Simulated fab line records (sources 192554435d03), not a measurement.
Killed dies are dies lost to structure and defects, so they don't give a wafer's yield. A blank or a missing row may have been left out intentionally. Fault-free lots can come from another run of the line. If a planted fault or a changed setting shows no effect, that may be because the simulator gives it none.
Split-lot experiment :: flow n5 finfet :: 7 lots, 21 wafers read, on a route of 1938 steps

== THE SPLIT ==
At N5_SD_EPI_N_ETCH_35 (etches SOC in N2/H2, overetch 108 nm, time 486 s), the setting source w was moved away from the recipe's 3000 W on 8 of the 21 wafers read, by -11.7% to +12.3%. All remaining wafers had this setting at the recipe value.

The reading comes from the split's own step.

== THE READING ==
rf vpp V, in V, at N5_SD_EPI_N_ETCH_35 (etches SOC in N2/H2, overetch 108 nm, time 486 s). Fault-free wafers of this fab line usually give 241.4 V, standard deviation 1 V.

wafer: L076.4
tool, chamber at the split: rie diel-06, 3
source w as run, W: 3000
against the recipe: recipe
rf vpp V, V: 240.0
against lot-mates on the recipe: -

wafer: L076.5
tool, chamber at the split: rie diel-06, 2
source w as run, W: 3000
against the recipe: recipe
rf vpp V, V: 240.5
against lot-mates on the recipe: -

wafer: L076.6
tool, chamber at the split: rie diel-06, 3
source w as run, W: 3000
against the recipe: recipe
rf vpp V, V: 241.9
against lot-mates on the recipe: -

wafer: L077.1
tool, chamber at the split: rie diel-05, 2
source w as run, W: 2722
against the recipe: -9.3%
rf vpp V, V: 250.5
against lot-mates on the recipe: +7.9

wafer: L077.2
tool, chamber at the split: rie diel-05, 0
source w as run, W: 3000
against the recipe: recipe
rf vpp V, V: 242.1
against lot-mates on the recipe: -

wafer: L077.6
tool, chamber at the split: rie diel-05, 2
source w as run, W: 3000
against the recipe: recipe
rf vpp V, V: 243.1
against lot-mates on the recipe: -

wafer: L084.1
tool, chamber at the split: rie diel-05, 0
source w as run, W: 3363
against the recipe: +12.1%
rf vpp V, V: 232.2
against lot-mates on the recipe: -8.4

wafer: L084.2
tool, chamber at the split: rie diel-05, 2
source w as run, W: 3000
against the recipe: recipe
rf vpp V, V: 240.6
against lot-mates on the recipe: -

wafer: L084.3
tool, chamber at the split: rie diel-05, 1
source w as run, W: 3363
against the recipe: +12.1%
rf vpp V, V: 231.3
against lot-mates on the recipe: -9.3

wafer: L085.3
tool, chamber at the split: rie diel-02, 3
source w as run, W: 3000
against the recipe: recipe
rf vpp V, V: 242.0
against lot-mates on the recipe: -

wafer: L085.5
tool, chamber at the split: rie diel-02, 1
source w as run, W: 3000
against the recipe: recipe
rf vpp V, V: 239.7
against lot-mates on the recipe: -

wafer: L085.6
tool, chamber at the split: rie diel-02, 2
source w as run, W: 3000
against the recipe: recipe
rf vpp V, V: 240.4
against lot-mates on the recipe: -

wafer: L090.1
tool, chamber at the split: rie diel-06, 2
source w as run, W: 2650
against the recipe: -11.7%
rf vpp V, V: 252.0
against lot-mates on the recipe: +13.4

wafer: L090.2
tool, chamber at the split: rie diel-06, 0
source w as run, W: 3000
against the recipe: recipe
rf vpp V, V: 238.6
against lot-mates on the recipe: -

wafer: L090.4
tool, chamber at the split: rie diel-06, 1
source w as run, W: 2650
against the recipe: -11.7%
rf vpp V, V: 251.2
against lot-mates on the recipe: +12.6

wafer: L093.3
tool, chamber at the split: rie diel-06, 1
source w as run, W: 3240
against the recipe: +8.0%
rf vpp V, V: 236.6
against lot-mates on the recipe: -6.3

wafer: L093.5
tool, chamber at the split: rie diel-06, 2
source w as run, W: 3240
against the recipe: +8.0%
rf vpp V, V: 234.6
against lot-mates on the recipe: -8.3

wafer: L093.6
tool, chamber at the split: rie diel-06, 1
source w as run, W: 3000
against the recipe: recipe
rf vpp V, V: 242.9
against lot-mates on the recipe: -

wafer: L097.1
tool, chamber at the split: rie diel-05, 3
source w as run, W: 3368
against the recipe: +12.3%
rf vpp V, V: 231.4
against lot-mates on the recipe: -9.5

wafer: L097.2
tool, chamber at the split: rie diel-05, 0
source w as run, W: 3000
against the recipe: recipe
rf vpp V, V: 240.6
against lot-mates on the recipe: -

wafer: L097.5
tool, chamber at the split: rie diel-05, 2
source w as run, W: 3000
against the recipe: recipe
rf vpp V, V: 241.3
against lot-mates on the recipe: -

THE FIT
A straight line over all 21 wafers: rf vpp V changes by -0.831 V for each +1% of source w; r = -0.98; the points scatter about the line by 1.2 V.
The same after taking each lot's own level away (the mean of its wafers on the recipe; 21 wafers): -0.897 V for each +1%; r = -0.98; scatter 1.2 V.
That fit puts the effect of the largest move of source w on the reading at 11 V.
Across the lots, their own levels run from 238.60 to 242.90 V, a range of 4.3 times the standard deviation given above.
The two slopes agree, so the slope changes little with the lot-to-lot level.
Check: with one of the wafers moved furthest among these (+12.3%) left out of the fit, the line predicts -10.8 V for it against its lot-mates. It came out at -9.55 V against them.
Tool readings at the split's step, against how far the setting was moved: rf vpp V r = -0.98.

== THE OTHER SPLITS THESE WAFERS WENT THROUGH ==
These wafers also went through other splits before the reading. Each is held against what the fit with the lots' levels taken away leaves over:
other split on the same wafers: N5_SD_EPI_N_PEB_07 peb time s
wafers away from the commonest value: 6
r with rf vpp V (lot level and that fit taken away): -0.36

== THE WHOLE CHAIN: every reading that the file lists as answering this split, in the file's order ==
step: N5_SD_EPI_N_ETCH_35
what it does: etches SOC in N2/H2, overetch 108 nm, time 486 s
reading: rf vpp V
change (the file's fit): -0.872 V for each +1% of the setting
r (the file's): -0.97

step: N5_SD_EPI_N_ETCH_35
what it does: etches SOC in N2/H2, overetch 108 nm, time 486 s
reading: SiARC_of_SD_EPI_N_COAT_33.thk nm (the simulator's own value, which no gauge read)
change (the file's fit): -0.131 nm for each +1% of the setting
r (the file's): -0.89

== THE FILE'S OWN FIT ==
rf vpp V changes by -0.872 V for each +1% of source w, r = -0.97.
